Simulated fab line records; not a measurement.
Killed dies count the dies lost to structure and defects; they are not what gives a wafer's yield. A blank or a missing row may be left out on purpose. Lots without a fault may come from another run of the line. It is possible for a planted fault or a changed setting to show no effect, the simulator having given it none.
Which tool did it? / flow n5_finfet / 14 lots, 42 wafers sampled, at 4 steps of a route of 1938

== WHAT THE GAUGES SHOWED, per wafer ==
N5_HKMG_FIN_INSPECT_61: inspects for defects (macro).
lot=L849; measured=day 4 00:31; on=defect_inspect-02; raw_defect_count=1 4 3
lot=L850; measured=day 4 07:17; on=defect_inspect-02; raw_defect_count=1 2 0
lot=L851; measured=day 4 13:19; on=defect_inspect-01; raw_defect_count=2 4 2
lot=L852; measured=day 4 21:14; on=defect_inspect-02; raw_defect_count=3 2 0
lot=L854; measured=day 5 05:28; on=defect_inspect-02; raw_defect_count=3 3 2
lot=L856; measured=day 5 18:42; on=defect_inspect-01; raw_defect_count=4 5 4
lot=L860; measured=day 6 17:28; on=defect_inspect-01; raw_defect_count=2 5 1
lot=L862; measured=day 7 05:53; on=defect_inspect-01; raw_defect_count=3 0 1
lot=L863; measured=day 7 15:28; on=defect_inspect-01; raw_defect_count=3 3 0
lot=L866; measured=day 8 06:32; on=defect_inspect-01; raw_defect_count=1 1 3
lot=L867; measured=day 8 13:13; on=defect_inspect-02; raw_defect_count=1 1 1
lot=L868; measured=day 8 17:52; on=defect_inspect-01; raw_defect_count=2 2 2
lot=L872; measured=day 9 17:56; on=defect_inspect-02; raw_defect_count=0 2 4
lot=L871; measured=day 9 18:55; on=defect_inspect-02; raw_defect_count=0 1 5

N5_HKMG_FIN_CD_MEAS_12 targets a cd of 92.8 nm.
lot=L849; measured=day 4 03:45; on=cd_sem-02; cd_nm (nm)=92.9 94.1 93.5
lot=L850; measured=day 4 11:01; on=cd_sem-02; cd_nm (nm)=92.8 92.6 92.9
lot=L851; measured=day 4 16:50; on=cd_sem-03; cd_nm (nm)=92.4 93.5 92.2
lot=L852; measured=day 5 00:52; on=cd_sem-01; cd_nm (nm)=92.1 92.7 92.3
lot=L854; measured=day 5 08:55; on=cd_sem-01; cd_nm (nm)=93.4 93.8 93.9
lot=L856; measured=day 5 22:52; on=cd_sem-03; cd_nm (nm)=92.6 91.9 92.1
lot=L860; measured=day 6 20:47; on=cd_sem-03; cd_nm (nm)=64.1 92.9 93.0
lot=L862; measured=day 7 09:19; on=cd_sem-01; cd_nm (nm)=63.7 65.8 62.6
lot=L863; measured=day 7 18:56; on=cd_sem-02; cd_nm (nm)=93.8 93.5 92.6
lot=L866; measured=day 8 09:52; on=cd_sem-02; cd_nm (nm)=92.7 92.7 92.6
lot=L867; measured=day 8 16:31; on=cd_sem-02; cd_nm (nm)=92.1 92.0 91.6
lot=L868; measured=day 8 21:41; on=cd_sem-02; cd_nm (nm)=93.1 93.1 92.9
lot=L872; measured=day 9 21:28; on=cd_sem-03; cd_nm (nm)=93.3 93.2 93.5
lot=L871; measured=day 9 22:10; on=cd_sem-03; cd_nm (nm)=94.1 93.4 93.8

N5_HKMG_FIN_INSPECT_14: inspects for defects (macro).
lot=L849; measured=day 4 03:48; on=defect_inspect-01; raw_defect_count=3 4 2
lot=L850; measured=day 4 11:04; on=defect_inspect-02; raw_defect_count=2 1 3
lot=L851; measured=day 4 16:53; on=defect_inspect-01; raw_defect_count=3 1 1
lot=L852; measured=day 5 00:55; on=defect_inspect-02; raw_defect_count=1 1 5
lot=L854; measured=day 5 08:58; on=defect_inspect-01; raw_defect_count=1 0 2
lot=L856; measured=day 5 22:55; on=defect_inspect-01; raw_defect_count=0 3 2
lot=L860; measured=day 6 20:50; on=defect_inspect-02; raw_defect_count=4 2 2
lot=L862; measured=day 7 09:22; on=defect_inspect-02; raw_defect_count=1 0 2
lot=L863; measured=day 7 18:59; on=defect_inspect-02; raw_defect_count=4 4 0
lot=L866; measured=day 8 09:55; on=defect_inspect-01; raw_defect_count=3 3 1
lot=L867; measured=day 8 16:35; on=defect_inspect-02; raw_defect_count=1 3 2
lot=L868; measured=day 8 21:45; on=defect_inspect-02; raw_defect_count=3 1 0
lot=L872; measured=day 9 21:31; on=defect_inspect-02; raw_defect_count=3 2 4
lot=L871; measured=day 9 22:13; on=defect_inspect-02; raw_defect_count=4 2 1

== EACH LOT AND THE TOOL THAT RAN IT (in order: tool; ch and the chambers of the sampled wafers; start) ==
lot=L849; N5_HKMG_FIN_EXPOSE_09=arfi_scanner-03 ch 0, day 4 03:38
lot=L850; N5_HKMG_FIN_EXPOSE_09=arfi_scanner-02 ch 0, day 4 10:53
lot=L851; N5_HKMG_FIN_EXPOSE_09=arfi_scanner-03 ch 0, day 4 16:43
lot=L852; N5_HKMG_FIN_EXPOSE_09=arfi_scanner-02 ch 0, day 5 00:44
lot=L854; N5_HKMG_FIN_EXPOSE_09=arfi_scanner-03 ch 0, day 5 08:47
lot=L856; N5_HKMG_FIN_EXPOSE_09=arfi_scanner-01 ch 0, day 5 22:45
lot=L860; N5_HKMG_FIN_EXPOSE_09=arfi_scanner-03 ch 0, day 6 20:40
lot=L862; N5_HKMG_FIN_EXPOSE_09=arfi_scanner-03 ch 0, day 7 09:11
lot=L863; N5_HKMG_FIN_EXPOSE_09=arfi_scanner-02 ch 0, day 7 18:49
lot=L866; N5_HKMG_FIN_EXPOSE_09=arfi_scanner-02 ch 0, day 8 09:44
lot=L867; N5_HKMG_FIN_EXPOSE_09=arfi_scanner-01 ch 0, day 8 16:24
lot=L868; N5_HKMG_FIN_EXPOSE_09=arfi_scanner-02 ch 0, day 8 21:35
lot=L872; N5_HKMG_FIN_EXPOSE_09=arfi_scanner-01 ch 0, day 9 21:20
lot=L871; N5_HKMG_FIN_EXPOSE_09=arfi_scanner-01 ch 0, day 9 22:03
- N5_HKMG_FIN_EXPOSE_09: exposes mask NWFM.

== AS READ BY THE TOOLS THEMSELVES (means over the sampled wafers that have a number; for cases with no such wafer, the mark the record gives instead) ==
N5_HKMG_FIN_EXPOSE_09.
lot=L849 tool=arfi_scanner-03 exposure_dose_mJ_cm2=39.21
lot=L850 tool=arfi_scanner-02 exposure_dose_mJ_cm2=39.27
lot=L851 tool=arfi_scanner-03 exposure_dose_mJ_cm2=39.15
lot=L852 tool=arfi_scanner-02 exposure_dose_mJ_cm2=39.27
lot=L854 tool=arfi_scanner-03 exposure_dose_mJ_cm2=39.21
lot=L856 tool=arfi_scanner-01 exposure_dose_mJ_cm2=39.26
lot=L860 tool=arfi_scanner-03 exposure_dose_mJ_cm2=39.20
lot=L862 tool=arfi_scanner-03 exposure_dose_mJ_cm2=39.19
lot=L863 tool=arfi_scanner-02 exposure_dose_mJ_cm2=39.20
lot=L866 tool=arfi_scanner-02 exposure_dose_mJ_cm2=39.21
lot=L867 tool=arfi_scanner-01 exposure_dose_mJ_cm2=39.20
lot=L868 tool=arfi_scanner-02 exposure_dose_mJ_cm2=39.32
lot=L872 tool=arfi_scanner-01 exposure_dose_mJ_cm2=39.25
lot=L871 tool=arfi_scanner-01 exposure_dose_mJ_cm2=39.22

== THE ANSWER, worked out from the rows above alone ==
Rule: usual is defined by the lots themselves. Put in order of their means at a reading, lots are off if they are a third of the lots or fewer, leave a main group of 4 or more, and stand apart from it by a gap of 3 or more times the standard deviation of the main group's means; of several such gaps the widest counts. A main group is skipped when, at the precision printed for the reading in the tables above, its means are all equal. A lot without any number at a reading at which 4 lots or more have one is off too. Where the step has rows for the other lots, those lots are counted as sound. First the gauges in route order, then the tools' own readings, where a lot's mean is used as printed above. The first step at which some lot is off is used, and at that step the reading that is off furthest; a lot without a number counts as furthest.
Off at N5_HKMG_FIN_CD_MEAS_12 (cd_nm): L860, L862. For the main group the mean is 92.9 nm and the standard deviation 0.58.
A tool fits if, at a process step before that reading, it ran every lot that is off, and no sound lot after the first of them. The gauges at N5_HKMG_FIN_CD_MEAS_12 are tried like those tools. One fits: N5_HKMG_FIN_EXPOSE_09 on arfi_scanner-03. Its last sound lot is L854 (day 5 08:47), its first lot that is off L860 (day 6 20:40): a fault that began between those two fits.

== WHAT HAD BEEN PUT IN BY THE SIMULATOR ==
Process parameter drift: arfi_scanner-03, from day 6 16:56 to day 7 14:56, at N5_HKMG_FIN_EXPOSE_09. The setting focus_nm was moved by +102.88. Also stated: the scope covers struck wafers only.
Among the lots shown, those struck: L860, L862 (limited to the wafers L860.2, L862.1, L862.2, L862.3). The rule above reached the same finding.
